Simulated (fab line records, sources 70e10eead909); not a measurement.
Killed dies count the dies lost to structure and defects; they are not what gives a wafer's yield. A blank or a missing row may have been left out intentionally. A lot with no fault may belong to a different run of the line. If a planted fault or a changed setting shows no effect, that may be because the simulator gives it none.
Chamber matching | flow nandHarc | pecvd-02 running NHARC_A_STAIRCASE_DEP_259: 3 sister chambers
The step deposits SiON, target thk 30 nm. 3 wafers are shown with their chamber, then 7 later ones without.

== EACH WAFER AND ITS CHAMBER ==
wafer  | chamber | heaterPowerW (W)
L082.6 | 1       | 879
L086.3 | 0       | 714
L086.5 | 2       | 565

== WAFERS WHOSE CHAMBER IS MISSING ==
wafer  | heaterPowerW (W)
L086.6 | 712
L087.1 | 670
L087.2 | 565
L087.6 | 585
L094.1 | 650
L094.2 | 1018
L094.4 | 668

== THE CHAMBER EACH PASSED THROUGH ==
wafer  | from the rows above     | in truth
L086.6 | 0                       | 0
L087.1 | can't be placed: 0 or 2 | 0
L087.2 | 2                       | 2
L087.6 | can't be placed: 2 or 0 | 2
L094.1 | can't be placed: 0 or 2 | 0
L094.2 | 1                       | 1
L094.4 | can't be placed: 0 or 2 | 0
Correct placement for 3 of the 7. Unplaceable from these rows: 4, with the true chamber sitting among the candidates in 4. Placed wrongly: 0.
How it was worked out, from the rows above alone: a wafer's distance from a chamber is the root of the sum, over the readings, of the square of ((its reading less the chamber's mean) divided by the reading's scatter). If the next closest chamber is less than 2 further off than the closest, the wafer can't be placed; otherwise it belongs to the closest. A chamber's mean is the mean of its shown wafers. The scatter: with one shown wafer a chamber, the root of the mean of the squares of how far each hidden wafer lies from its nearest shown one.
